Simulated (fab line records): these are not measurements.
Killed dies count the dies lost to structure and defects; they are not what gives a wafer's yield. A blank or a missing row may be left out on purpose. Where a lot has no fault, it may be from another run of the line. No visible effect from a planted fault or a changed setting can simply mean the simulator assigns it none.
A struck lot beside a sound one / flow n5Finfet / 35 steps out of a route of 1938
Sound: wafers L309.2, L309.4, L309.6. Struck: wafer L315.2. (L315.1, L315.3 of the same lot were not struck and are left out.) The cause comes at the end.
Per side, at each step with rows, come the tool, then ch with its chambers, and then its first start. Under that, the readings that differ: sound wafers / struck wafers / difference of the means / sigmas: that difference in standard deviations of wafers without a fault.
alike: readings whose means differ by less than 2 such deviations, and words and numbers that are the same on both sides. not compared: withheld readings, readings that some wafer has no value for, bounds like >300 that may hide the same value, and numbers for which the record gives no deviation and whose values overlap.
A row with sigmas, a row that says differs or no value, or rows on one side alone: a step with any of these is where the two part. When numbers do not overlap yet have no deviation, they are printed without sigmas and do not part them. A reading that every wafer of one side lacks parts them only if that side has two wafers or more.

first, 9 steps without rows for these wafers: N5_STI_FIN_REVEAL_STRIP_35 (strips Si3N4 in H3PO4, target depth 4 nm, time 39 s); N5_STI_FIN_REVEAL_SRD_21 (time 30 s); N5_STI_FIN_REVEAL_OXIDATION_33 (chemistry O2 PLASMA REMOTE, time 20 s); N5_STI_FIN_REVEAL_CLEAN_19 (cleans in O3/DIW, time 120 s); N5_STI_FIN_REVEAL_SRD_23 (time 30 s); N5_STI_FIN_REVEAL_PRECLEAN_18 (cleans in SC2, time 45 s); N5_STI_FIN_REVEAL_SRD_28 (time 30 s); N5_DUMMY_GATE_PRECLEAN_00 (cleans in O3/DIW, time 60 s); N5_DUMMY_GATE_SRD_01 (time 30 s).
N5_DUMMY_GATE_ALD_02: deposits SiO2, target thk 2 nm, pulse time 1 s.
  sound on aldSin-01 ch 1,3, day 3 12:57; struck on aldSin-04 ch 0, day 5 03:08
  alike: heaterPowerW, precursorPulseHeightRel
then, 24 steps without rows for these wafers: N5_DUMMY_GATE_CVD_03 (deposits a-Si from SiH4, target thk 150 nm, time 8042 s); N5_DUMMY_GATE_PRECLEAN_46 (cleans in DIW, time 89.5 s); N5_DUMMY_GATE_SRD_47 (dry time 32 s); N5_DUMMY_GATE_CMP_04 (polishes a-Si); N5_DUMMY_GATE_HM_DEP_06 (deposits SiNx from DCS/NH3, target thk 80 nm, time 5141 s); N5_DUMMY_GATE_PECVD_30 (deposits SiO2 from TEOS/O2, target thk 55 nm, time 10.8 s); N5_DUMMY_GATE_COAT_34 (time 60 s, resist thk 60 nm); N5_DUMMY_GATE_COAT_35 (time 60 s, resist thk 10 nm); N5_DUMMY_GATE_COAT_28 (time 60 s, resist thk 10 nm); N5_DUMMY_GATE_COAT_09 (resist thk 30 nm); N5_DUMMY_GATE_EBR_11; N5_DUMMY_GATE_SOFTBAKE_10 (time 60 s); N5_DUMMY_GATE_EXPOSE_12 (exposes mask GATE, target cd 25 nm); N5_DUMMY_GATE_PEB_13 (peb time 60 s); N5_DUMMY_GATE_DEVELOP_14 (develop time 30 s); N5_DUMMY_GATE_DESCUM_20 (chemistry O2, time 6.2 s); N5_DUMMY_GATE_ETCH_29 (etches underlayer in N2/H2, target depth 13 nm); N5_DUMMY_GATE_ETCH_36 (etches SiARC in CF4, target depth 13 nm); N5_DUMMY_GATE_ETCH_37 (etches SOC in N2/H2, target depth 60 nm, overetch 30 nm); N5_DUMMY_GATE_STRIP_38 (strips in N2/H2); N5_DUMMY_GATE_STRIP_39 (strips in N2/H2); N5_DUMMY_GATE_TRIM_49 (chemistry O2, time 29 s, target cd 14 nm); N5_DUMMY_GATE_STRIP_40 (strips in CF4); N5_DUMMY_GATE_ETCH_31 (etches SiO2 in C4F6/O2, target depth 82.5 nm, time 27.5 s).
-- record jumps: 10 days separate the struck wafers' starts on either side; left off in module DUMMY_GATE, taken up again in module PASSIVATION, whose first shown step is the route's number 1936 --
N5_PASSIVATION_PROBE_49:
  sound: prober-01 at day 13 06:16; struck: prober-02 at day 14 22:08
reading=killedAtFrontEnd; sound=51 55 47; struck=133; difference=+82; sigmas=+7
reading=killedDies; sound=116 111 105; struck=190; difference=+79; sigmas=+5
reading=killedOnRim; sound=11 14 9; struck=28; difference=+17; sigmas=+4
  alike: killed_at_M0_to_M3, killed_at_M4_up, killedAtContacts, killedAtOther, killedOpen, killedShort

== WHERE THEY PART ==
Within this record, at N5_PASSIVATION_PROBE_49 only.

WHY: the cause the simulator had injected
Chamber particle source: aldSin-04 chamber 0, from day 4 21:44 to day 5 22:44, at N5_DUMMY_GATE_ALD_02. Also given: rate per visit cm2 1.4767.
